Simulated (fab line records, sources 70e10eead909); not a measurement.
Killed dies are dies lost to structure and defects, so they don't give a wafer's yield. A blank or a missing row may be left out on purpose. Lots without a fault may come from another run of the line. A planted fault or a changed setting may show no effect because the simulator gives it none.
fab line records | flow nand_harc
record lots=5 wafers=15 last_day=33
route steps=1302 shown A_CONTACT@1045 END@1302
lots that met no fault: from a run of the same line without faults
start_h: hours from the record's first day to the start of the lot's first wafer shown | wait_h: hours since the lot's step before | " the same as in the row above | L1.1+2: a row that stands for several wafers | - no value, or no start given | * or withheld: withheld | < > ~ a bound
route shown NAME@n: a module of which the file shows steps, and the number in the route of the first | usual: mean/standard deviation of fault-free wafers | same: alike in all rows | chamber/n: place in a boat | sites: the reading at each site | _std_site: their standard deviation | _edge_site: outer sites' mean less inner sites' | radius_mm: how far each site lies from the wafer's centre | mask NAME#n: copy n | behind: the tool/chamber that last shaped the wafer | hold: why the lot was held/for how many hours/how that ended | device: the transistor (n, p or np) that didn't switch | end of line: the same wafers' tests at the end of the route | a step without rows: its recipe alone | killed: dies lost to structure and defects at the first sort, not the wafer's yield | map: a wafer's dies, x killed, . not, _ none there
set.NAME: the setting as run; set.NAME@STEP: as run at that earlier step | model.NAME: the simulator's own value behind a step, which no gauge read
lots at some steps of the route; a table a step, a row a wafer
services: from which hour (start_h, from the record's first day; less than 0 if before it) a tool's chamber was out of use, for how many hours, and why
## steps
# step NHARC_A_CONTACT_ETCH_77
# recipe target_depth_a=1089 time_s=54.5 cf4_flow_sccm=100 chf3_flow_sccm=30 ar_flow_sccm=0 rf_w=500 bias_w=200 chemistry=CF4/CHF3
# usual chf3_flow_sccm=30.00/0.094 drypump_motor_current_A=5.7/0.55 oes_product_au=0.945/0.024 rf_vpp_V=372.0/2.1 showerhead_plenum_p_Torr=1.62/0.06 throttle_valve_pct=16.803/0.01
# same time_s=54.5
# columns lot.wafer tool chamber start_h wait_h chf3_flow_sccm drypump_motor_current_A oes_product_au rf_hours_counter_h rf_vpp_V showerhead_plenum_p_Torr throttle_valve_pct
L159.4 rie_diel-09 3 - - 30.11 4.7 0.986 1 369.4 1.57 16.804
L159.6 " 1 " " 30.13 6.2 0.951 - 370.1 1.55 16.819
L159.5 " 2 " " 29.99 5.0 0.965 - 374.2 1.70 16.803
L164.3 rie_diel-11 3 - - 29.85 5.8 0.969 18 375.1 1.70 16.796
L164.2 " 0 " " 30.16 5.5 0.957 19 371.6 1.61 16.806
L164.6 " 2 " " 29.97 5.7 0.977 - 373.6 1.62 16.824
L167.1 rie_diel-09 2 - - 29.89 4.9 0.925 34 373.8 1.69 16.808
L167.3 " 3 " " 30.13 4.7 0.936 35 370.0 1.56 16.798
L167.6 " 2 " " 29.99 5.0 0.916 - 376.3 1.69 16.791
L173.1 rie_diel-11 3 - - 30.08 5.7 0.997 3 375.0 1.69 16.812
L173.3 " 0 " " 30.07 5.5 0.990 3 371.7 1.61 16.797
L173.6 " 2 " " 30.03 5.6 0.960 - 371.4 1.62 16.814
L181.3 rie_diel-09 3 - - 29.81 4.7 0.929 14 369.7 1.55 16.809
L181.1 " 0 " " 29.83 6.1 0.934 13 372.5 1.64 16.780
L181.2 " 2 " " 30.05 5.0 0.924 16 373.6 1.68 16.821
# step NHARC_A_CONTACT_ETCH_78
# recipe target_depth_a=53000 over_etch_frac=0.3 time_s=1378 ion_energy_ev=150 o2_flow_sccm=400 cos_flow_sccm=20 ar_flow_sccm=0 rf_w=500 bias_w=300 chemistry=O2/COS
# usual cos_flow_sccm=20.00/0.06 drypump_motor_current_A=5.6/0.53 o2_flow_sccm=399.7/1.4 oes_product_au=0.999/0.01 rf_vpp_V=315.4/1.9 showerhead_plenum_p_Torr=3.21/0.12 throttle_valve_pct=28.330/0.0088
# same time_s=1378
# columns lot.wafer tool chamber start_h wait_h cos_flow_sccm drypump_motor_current_A o2_flow_sccm oes_product_au rf_hours_counter_h rf_vpp_V showerhead_plenum_p_Torr throttle_valve_pct
L159.4 rie_diel-09 1 - - 20.14 6.2 400.0 0.982 2 313.1 3.07 28.327
L159.5 " 0 " " 20.02 6.1 401.4 0.984 - 317.7 3.29 28.327
L159.6 " 1 " " 20.07 6.3 399.1 0.990 - 314.2 3.07 28.340
L164.2 rie_diel-11 1 - - 19.97 5.8 400.3 0.989 18 317.0 3.36 28.330
L164.3 " 2 " " 19.98 5.7 400.9 0.994 18 315.6 3.21 28.332
L164.6 " 1 " " 19.97 5.8 401.3 0.998 - 317.0 3.36 28.330
L167.3 rie_diel-09 1 - - 19.92 6.2 397.9 0.981 10 313.6 3.07 28.321
L167.1 " 3 " " 19.89 4.7 399.1 1.002 35 314.5 3.10 28.329
L167.6 " 3 " " 19.88 4.7 400.0 1.005 - 314.1 3.10 28.339
L173.3 rie_diel-11 0 - - 19.98 5.5 398.7 1.006 3 315.3 3.19 28.328
L173.1 " 2 " " 19.91 5.7 398.6 0.995 2 315.0 3.21 28.336
L173.6 " 0 " " 19.96 5.5 400.4 1.006 - 314.9 3.19 28.326
L181.3 rie_diel-09 1 - - 20.03 6.2 396.0 1.003 15 312.8 3.05 28.332
L181.1 " 2 " " 19.89 5.0 400.4 0.993 17 318.1 3.33 28.337
L181.2 " 3 " " 20.05 4.7 398.6 1.002 14 314.4 3.08 28.321
# step NHARC_A_CONTACT_ETCH_124
# recipe source_w=withheld pressure_mtorr=20 bias_v=withheld time_s=140 target_depth_a=7000 ar_flow_sccm=withheld c4f8_flow_sccm=withheld o2_flow_sccm=withheld chemistry=C4F8/O2/Ar
# step NHARC_A_CONTACT_ETCH_125
# recipe source_w=withheld pressure_mtorr=20 bias_v=3000 time_s=197 target_depth_a=19180 ar_flow_sccm=withheld c4f8_flow_sccm=withheld o2_flow_sccm=withheld chemistry=C4F8/O2/Ar
# step NHARC_A_CONTACT_ETCH_126
# recipe source_w=withheld pressure_mtorr=20 bias_v=3000 time_s=197 target_depth_a=19180 ar_flow_sccm=withheld c4f8_flow_sccm=withheld o2_flow_sccm=withheld chemistry=C4F8/O2/Ar
# step NHARC_A_CONTACT_ETCH_127
# recipe source_w=withheld pressure_mtorr=20 bias_v=3000 time_s=197 target_depth_a=19180 ar_flow_sccm=withheld c4f8_flow_sccm=withheld o2_flow_sccm=withheld chemistry=C4F8/O2/Ar
# step NHARC_A_CONTACT_ETCH_128
# recipe source_w=withheld pressure_mtorr=20 bias_v=3000 time_s=197 target_depth_a=19180 ar_flow_sccm=withheld c4f8_flow_sccm=withheld o2_flow_sccm=withheld chemistry=C4F8/O2/Ar
# step NHARC_A_CONTACT_ETCH_129
# recipe source_w=withheld pressure_mtorr=20 bias_v=3000 time_s=197 target_depth_a=19180 ar_flow_sccm=withheld c4f8_flow_sccm=withheld o2_flow_sccm=withheld chemistry=C4F8/O2/Ar
# step NHARC_A_CONTACT_ETCH_130
# recipe source_w=withheld pressure_mtorr=20 bias_v=3000 time_s=197 target_depth_a=19180 ar_flow_sccm=withheld c4f8_flow_sccm=withheld o2_flow_sccm=withheld chemistry=C4F8/O2/Ar
# step NHARC_A_CONTACT_ETCH_131
# recipe source_w=withheld pressure_mtorr=20 bias_v=3000 time_s=197 target_depth_a=19180 ar_flow_sccm=withheld c4f8_flow_sccm=withheld o2_flow_sccm=withheld chemistry=C4F8/O2/Ar
# step NHARC_A_CONTACT_ETCH_132
# recipe source_w=withheld pressure_mtorr=20 bias_v=3000 time_s=197 target_depth_a=19240 ar_flow_sccm=withheld c4f8_flow_sccm=withheld o2_flow_sccm=withheld chemistry=C4F8/O2/Ar
# same time_s=197
# columns lot.wafer tool chamber start_h wait_h rf_hours_counter_h
L159.4 har_cap_etch-03 0 518.84 0.1 -
L159.5 " 0 " " -
L159.6 " 1 " " -
L164.2 har_cap_etch-03 1 550.07 0.1 51
L164.3 " 1 " " -
L164.6 " 1 " " -
L167.1 har_cap_etch-03 0 593.02 0.1 58
L167.3 " 0 " " -
L167.6 " 0 " " -
L173.1 har_cap_etch-03 1 640.28 0.2 68
L173.3 " 1 " " -
L173.6 " 1 " " -
L181.2 har_cap_etch-03 1 719.41 0.1 80
L181.1 " 0 " " 80
L181.3 " 0 " " -
# step NHARC_A_CONTACT_ETCH_133
# recipe source_w=withheld pressure_mtorr=20 bias_v=400 time_s=374 target_depth_a=16100 ar_flow_sccm=withheld c4f8_flow_sccm=11.5 o2_flow_sccm=7.2 chemistry=C4F8/O2/Ar
# same time_s=374
# columns lot.wafer tool chamber start_h wait_h rf_hours_counter_h
L159.4 har_cap_etch-03 0 519.10 0.2 -
L159.5 " 0 " " -
L159.6 " 1 " " -
L164.2 har_cap_etch-03 1 550.24 0.1 51
L164.3 " 1 " " -
L164.6 " 1 " " -
L167.1 har_cap_etch-03 0 593.20 0.1 59
L167.3 " 0 " " -
L167.6 " 0 " " -
L173.1 har_cap_etch-03 1 640.51 0.2 68
L173.3 " 1 " " -
L173.6 " 1 " " -
L181.2 har_cap_etch-03 1 719.59 0.1 81
L181.1 " 0 " " 81
L181.3 " 0 " " -
# step NHARC_A_CONTACT_ETCH_91
# recipe target_depth_a=400 over_etch_frac=0.5 time_s=85.7 ion_energy_ev=120 ch3f_flow_sccm=50 o2_flow_sccm=30 ar_flow_sccm=200 rf_w=500 bias_w=100 chemistry=CH3F/O2
# usual drypump_motor_current_A=5.7/0.35 o2_flow_sccm=30.00/0.093 oes_product_au=0.938/0.028 rf_vpp_V=245.7/1.4 showerhead_plenum_p_Torr=2.56/0.087 throttle_valve_pct=20.663/0.0096
# same time_s=85.7
# columns lot.wafer tool chamber start_h wait_h drypump_motor_current_A o2_flow_sccm oes_product_au rf_hours_counter_h rf_vpp_V showerhead_plenum_p_Torr throttle_valve_pct
L159.4 rie_diel-11 2 519.92 0.8 5.7 29.93 0.942 12 244.3 2.53 20.656
L159.5 " 1 " " 5.7 30.06 0.925 - 246.4 2.65 20.677
L159.6 " 2 " " 5.7 30.03 0.925 - 245.5 2.53 20.646
L164.2 rie_diel-11 3 551.02 0.7 5.7 30.06 0.947 19 247.4 2.65 20.665
L164.3 " 0 " " 5.5 30.14 0.915 20 245.3 2.52 20.669
L164.6 " 3 " " 5.7 29.92 0.933 - 247.1 2.65 20.672
L167.3 rie_diel-11 2 593.99 0.6 5.7 30.03 0.925 25 244.9 2.53 20.652
L167.1 " 0 " " 5.5 30.02 0.922 24 244.0 2.51 20.664
L167.6 " 3 " " 5.8 30.12 0.924 - 246.5 2.65 20.652
L173.3 rie_diel-11 3 641.43 0.6 5.8 30.03 0.954 4 247.4 2.65 20.643
L173.1 " 2 " " 5.6 30.01 0.925 3 243.9 2.53 20.660
L173.6 " 0 " " 5.5 30.01 0.931 - 244.3 2.51 20.655
L181.3 rie_diel-09 2 720.39 0.5 5.0 29.97 0.915 18 246.3 2.62 20.655
L181.2 " 3 " " 4.7 30.00 0.918 15 242.7 2.42 20.672
L181.1 " 0 " " 6.1 30.10 0.928 14 245.6 2.56 20.654
# step NHARC_A_CONTACT_ETCH_97
# recipe target_depth_a=200 over_etch_frac=0.5 time_s=10 ion_energy_ev=250 c4f6_flow_sccm=25 o2_flow_sccm=20 ar_flow_sccm=500 rf_w=600 bias_w=500 chemistry=C4F6/O2
# step NHARC_A_CONTACT_CD_MEAS_80
# usual cd_nm=289.7/0.85
# columns lot.wafer tool chamber start_h wait_h cd_nm
L159.4 cd_sem-02 - 520.18 - 290.1
L159.5 " - " " 290.1
L159.6 " - " " 290.1
L164.2 cd_sem-02 - 551.24 - 290.0
L164.3 " - " " 290.2
L164.6 " - " " 289.7
L167.1 cd_sem-02 - 594.21 - 291.0
L167.3 " - " " 290.8
L167.6 " - " " 290.8
L173.1 cd_sem-01 - 641.65 - 289.4
L173.3 " - " " 288.8
L173.6 " - " " 289.5
L181.1 cd_sem-02 - 720.59 - 290.0
L181.2 " - " " 290.3
L181.3 " - " " 290.7
# step NHARC_A_CONTACT_STRIP_103
# recipe n2_flow_sccm=150 h2_flow_sccm=150 ar_flow_sccm=0 bias_w=0 chemistry=N2/H2
# step NHARC_A_CONTACT_STRIP_104
# recipe cf4_flow_sccm=100 chf3_flow_sccm=30 ar_flow_sccm=0 bias_w=0 chemistry=CF4/CHF3
# step NHARC_A_CONTACT_STRIP_105
# recipe o2_flow_sccm=400 cos_flow_sccm=20 ar_flow_sccm=0 bias_w=0 chemistry=O2/COS
# step NHARC_A_CONTACT_ETCH_106
# recipe target_depth_a=900 overetch_a=90 time_s=49.5 ion_energy_ev=100 cf4_flow_sccm=80 o2_flow_sccm=20 ar_flow_sccm=0 rf_w=300 bias_w=100 chemistry=CF4/O2
# step NHARC_A_CONTACT_STRIP_82
# recipe o2_flow_sccm=500 ar_flow_sccm=0 bias_w=0 chemistry=O2
# step NHARC_A_CONTACT_STRIP_83
# recipe time_s=600 temp_c=30 chemistry=post_etch_residue_remover
# step NHARC_A_CONTACT_DEP_84
# recipe target_thk_a=28000 temp_c=400 material=aC
# step NHARC_A_CONTACT_DEP_85
# recipe target_thk_a=600 target_thk_nm=60 temp_c=400 pressure_torr=3.5 flow_sccm=200 rf_w=350 material=SiON
# step NHARC_A_CONTACT_DEHYDRATE_00
# recipe temp_c=150 time_s=120
# step NHARC_A_CONTACT_HMDS_01
# recipe time_s=30
# step NHARC_A_CONTACT_COAT_86
# recipe temp_c=260 time_s=75
# step NHARC_A_CONTACT_COAT_87
# recipe temp_c=225 time_s=65
# step NHARC_A_CONTACT_COAT_02
# recipe spin_rpm=1500 resist_thk_nm=90
# step NHARC_A_CONTACT_SOFTBAKE_03
# recipe temp_c=105 time_s=55
# step NHARC_A_CONTACT_EBR_04
# step NHARC_A_CONTACT_EXPOSE_05
# recipe na=1.35 sigma_outer=0.8 dose_mj=84.24 mask_id=A_CC
# step NHARC_A_CONTACT_PEB_06
# recipe peb_temp_c=100 peb_time_s=65
# step NHARC_A_CONTACT_DEVELOP_07
# recipe develop_time_s=35 dev_temp_c=23
# step NHARC_A_CONTACT_CD_MEAS_08
# recipe target_cd_nm=200 landing_energy_ev=500
# usual cd_nm=199.8/0.53
# columns lot.wafer tool chamber start_h wait_h cd_nm
L159.4 cd_sem-02 0 523.66 - 199.7
L159.5 " 0 " " 199.7
L159.6 " 0 " " 200.2
L164.2 cd_sem-01 0 554.84 - 199.5
L164.3 " 0 " " 200.3
L164.6 " 0 " " 200.3
L167.1 cd_sem-03 0 597.62 - 199.3
L167.3 " 0 " " 200.1
L167.6 " 0 " " 199.6
L173.1 cd_sem-01 0 645.23 - 199.1
L173.3 " 0 " " 199.8
L173.6 " 0 " " 199.5
L181.1 cd_sem-02 0 726.23 - 200.4
L181.2 " 0 " " 200.9
L181.3 " 0 " " 199.8
# step NHARC_A_CONTACT_OVL_MEAS_09
# usual overlay_x_nm=-0.4/0.96 overlay_y_nm=-0.1/0.77
# columns lot.wafer tool chamber start_h wait_h overlay_x_nm overlay_y_nm
L159.4 overlay-02 - 523.74 - -2.5 -1.6
L159.5 " - " " -2.8 -1.0
L159.6 " - " " -2.4 -1.8
L164.2 overlay-01 - 554.92 - -0.4 -0.4
L164.3 " - " " -0.3 -1.1
L164.6 " - " " -0.8 -0.7
L167.1 overlay-02 - 597.71 - 0.6 0.1
L167.3 " - " " 1.2 -0.3
L167.6 " - " " 0.0 0.0
L173.1 overlay-01 - 645.32 - -0.4 0.7
L173.3 " - " " -0.1 1.1
L173.6 " - " " -0.5 1.1
L181.1 overlay-02 - 726.32 - -0.8 0.2
L181.2 " - " " -0.7 0.7
L181.3 " - " " -0.5 0.7
# step NHARC_A_CONTACT_DESCUM_13
# recipe time_s=3 o2_flow_sccm=200 ar_flow_sccm=0 bias_power_w=0 chemistry=O2
# usual drypump_motor_current_A=5.7/0.41 o2_flow_sccm=199.9/0.62 oes_product_au=0.999/0.01 rf_vpp_V=58.1/0.81 showerhead_plenum_p_Torr=1.99/0.076 throttle_valve_pct=11.311/0.0091
# same time_s=3
# columns lot.wafer tool chamber start_h wait_h drypump_motor_current_A o2_flow_sccm oes_product_au rf_hours_counter_h rf_vpp_V showerhead_plenum_p_Torr throttle_valve_pct
L159.4 rie_diel-02 1 523.83 0.1 6.3 200.3 0.990 41 58.2 1.94 11.308
L159.5 " 1 " " 6.3 199.7 0.986 - 58.5 1.94 11.301
L159.6 " 2 " " 5.7 200.4 0.986 - 59.2 1.94 11.311
L164.3 rie_diel-11 3 555.02 0.1 5.7 199.9 1.012 20 57.1 2.07 11.297
L164.2 " 0 " " 5.5 200.6 0.997 20 57.2 1.96 11.319
L164.6 " 0 " " 5.5 200.3 0.988 - 58.4 1.96 11.316
L167.1 rie_diel-02 1 597.83 0.1 6.3 201.4 0.993 5 57.6 1.93 11.308
L167.3 " 2 " " 5.6 200.0 1.011 5 56.2 1.93 11.334
L167.6 " 3 " " 5.0 199.1 0.995 - 55.9 1.81 11.329
L173.1 rie_diel-11 3 645.43 0.1 5.7 200.3 1.015 4 58.4 2.07 11.317
L173.3 " 0 " " 5.5 199.3 1.014 4 58.2 1.96 11.310
L173.6 " 3 " " 5.7 198.6 1.004 - 59.6 2.07 11.313
L181.3 rie_diel-11 2 726.43 0.1 5.7 199.9 0.979 17 57.5 1.96 11.306
L181.1 " 3 " " 5.8 200.3 1.005 19 57.9 2.06 11.296
L181.2 " 0 " " 5.5 198.4 1.007 17 58.2 1.95 11.315
# step NHARC_A_CONTACT_ETCH_88
# recipe target_depth_a=390 over_etch_frac=0.3 time_s=65 ion_energy_ev=80 cf4_flow_sccm=150 ar_flow_sccm=0 rf_w=300 bias_w=100 chemistry=CF4
# step NHARC_A_CONTACT_ETCH_89
# recipe target_depth_a=2600 over_etch_frac=0.3 time_s=475.3 ion_energy_ev=200 n2_flow_sccm=150 h2_flow_sccm=150 ar_flow_sccm=0 rf_w=400 bias_w=150 chemistry=N2/H2
# step NHARC_A_CONTACT_ETCH_30
# recipe target_depth_a=726 time_s=36.3 cf4_flow_sccm=100 chf3_flow_sccm=30 ar_flow_sccm=0 rf_w=500 bias_w=200 chemistry=CF4/CHF3
# step NHARC_A_CONTACT_ETCH_31
# recipe target_depth_a=28000 over_etch_frac=0.3 time_s=728 ion_energy_ev=150 o2_flow_sccm=400 cos_flow_sccm=20 ar_flow_sccm=0 rf_w=500 bias_w=300 chemistry=O2/COS
# step NHARC_A_CONTACT_ETCH_134
# recipe source_w=withheld pressure_mtorr=20 bias_v=withheld time_s=140 target_depth_a=7000 ar_flow_sccm=withheld c4f8_flow_sccm=withheld o2_flow_sccm=withheld chemistry=C4F8/O2/Ar
# step NHARC_END_SORT_01
# recipe temp_c=25
# usual killed_at_array=55/23 killed_at_other=1.0/1.2 killed_at_periphery=3.2/2.7 killed_dies=59/23 killed_open=3.1/1.6 killed_short=2.2/1.5
# same gross_dies=677
# columns lot.wafer tool chamber start_h wait_h killed_at_array killed_at_other killed_at_periphery killed_dies killed_open killed_short
L167.6 prober-01 0 653.57 4.0 19 1 1 21 2 1
L173.1 prober-02 0 698.61 6.3 139 0 9 148 1 2
L173.3 prober-02 0 700.21 6.9 111 1 2 114 5 0
L173.6 prober-02 0 702.61 7.8 132 2 6 140 5 0
# killed by level:class
L167.6 A_CHANNEL_HOLE_D2:chamber_film_flake=10 A_CHANNEL_HOLE_D1:chamber_film_flake=4 A_STAIRCASE:chamber_film_flake=3 A_ONON_D1:geometric_particle:open=1 A_M1:geometric_particle:open=1 STARTING-WAFER:geometric_particle:short=1 P_GATE:chamber_film_flake=1
L173.1 A_CONTACT:unspecified=88 A_CHANNEL_HOLE_D1:chamber_film_flake=34 A_STAIRCASE:chamber_film_flake=8 P_GATE:chamber_film_flake=3 P_M0:chamber_film_flake=3 A_CONTACT:chamber_film_flake=3 A_CHANNEL_HOLE_D2:chamber_film_flake=2 P_M0:geometric_particle:short=1
L173.3 A_CONTACT:unspecified=60 A_CHANNEL_HOLE_D1:chamber_film_flake=31 A_SLIT:chamber_film_flake=7 A_STAIRCASE:chamber_film_flake=3 A_DECK1_JOINT:geometric_particle:open=2 P_GATE:chamber_film_flake=2 A_M1:chamber_film_flake=2 A_CHANNEL_FILL_D1:geometric_particle:open=1
L173.6 A_CONTACT:unspecified=75 A_CHANNEL_HOLE_D1:chamber_film_flake=35 A_SLIT:chamber_film_flake=4 A_STAIRCASE:chamber_film_flake=4 A_CONTACT:chamber_film_flake=4 P_GATE:chamber_film_flake=2 THIN_TSV:chamber_film_flake=2 A_M1:chamber_film_flake=2
# map L173.1 (x killed, . not)
____________.____________
_________.xx.xx._________
_______...x.xx.x.._______
______...xxxxxxx...______
_____..x.xxxxxxx...._____
____.....xxxxxxx.....____
____....xxxxxxxxx.x..____
___.....xxxxxxxxx.....___
___.....xxxxxxxxxx....___
__.......xxxxxxx.......__
__.......xxxxxxxx......__
_........xxxxxxx........_
_........xxxxxx..x......_
_....x....x....x........_
_...........x..x........_
_......................._
.........................
............x............
......x....xx....x.......
.....x...................
..............x.........x
_........x....x.x....x.._
_............x...x......_
_...........x.x..x.x...._
_.............xxxx......_
_...........xxxx........_
__...........xxxx......__
__........xxxx.xx......__
___........xxxx.xx....___
___...........xxx.....___
____......x....x.x...____
____.........x.......____
_____............x.._____
______.x...........______
_______.......x..._______
_________x.x.x.._________
____________.____________
# map L164.6 (x killed, . not)
____________.____________
_________......._________
_______....x......_______
______.............______
_____.........x....._____
____.................____
____.................____
___............x......___
___...x..............x___
__.....x...............__
__...............x..x..__
_.............x........._
_......................._
_......................._
_......................._
_......................._
.........................
.........................
.........................
...x.....................
.........................
_......................._
_......................._
_....x.................._
_......................._
_......................._
__......x..............__
__............x........__
___xx........x....x...___
___xxx.x...xxxxx..x...___
____.x.....x.xxx.....____
____x..x.x..xxxx.....____
_____.......xxx....._____
______......xx.....______
_______.......xx.._______
_________..xx..x_________
____________.____________
## services
# columns tool chamber start_h hours kind
rie_diel-09 - 497.17 9.0 pm
rie_diel-11 0 515.03 - clean
rie_diel-11 1 515.03 - clean
rie_diel-11 2 515.03 - clean
rie_diel-11 3 515.03 - clean
rie_diel-11 0 539.53 - clean
rie_diel-11 1 539.53 - clean
rie_diel-11 2 539.53 - clean
rie_diel-11 3 539.53 - clean
rie_diel-09 1 539.60 45.0 repair
rie_diel-11 0 564.03 - clean
rie_diel-11 1 564.03 - clean
rie_diel-11 2 564.03 - clean
rie_diel-11 3 564.03 - clean
rie_diel-11 0 568.61 6.3 repair
rie_diel-02 - 570.88 9.0 pm
rie_diel-11 0 588.53 - clean
rie_diel-11 1 588.53 - clean
rie_diel-09 0 589.90 6.2 repair
rie_diel-11 - 609.53 9.0 pm
rie_diel-11 0 659.83 12.7 repair
rie_diel-09 - 674.17 9.0 pm
rie_diel-02 1 717.94 7.2 repair
rie_diel-09 - 722.18 0.6 repair
## key
first_sign step=NHARC_END_SORT_01 reading=killed_dies direction=up sigmas=3.3 usual=59 struck=134
effect step=NHARC_END_SORT_01 reading=killed_at_array direction=up sigmas=3.2 usual=55 struck=127
more_kills_born_at NHARC_A_CONTACT_ETCH_91@rie_diel-11=223
met_at NHARC_A_CONTACT_ETCH_91
struck_wafers L173.1,L173.3,L173.6
tester_left_out L173
onset_between 593.99 641.43
also_fits NHARC_A_CONTACT_ETCH_77:rie_diel-11,NHARC_A_CONTACT_ETCH_78:rie_diel-11
fault kind=chamber_particle_source tool=rie_diel-11 chamber=- onset_h=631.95 steps=NHARC_A_CONTACT_ETCH_91 rate_per_visit_cm2=0.93457 end_h=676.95
# tester_left_out: of these lots the tester's yield and bins aren't shown, on N5 and GAA mostly nor the transistor test; their killed dies are dies lost to structure and defects alone, not to doping, threshold or leakage, so they don't give the yield
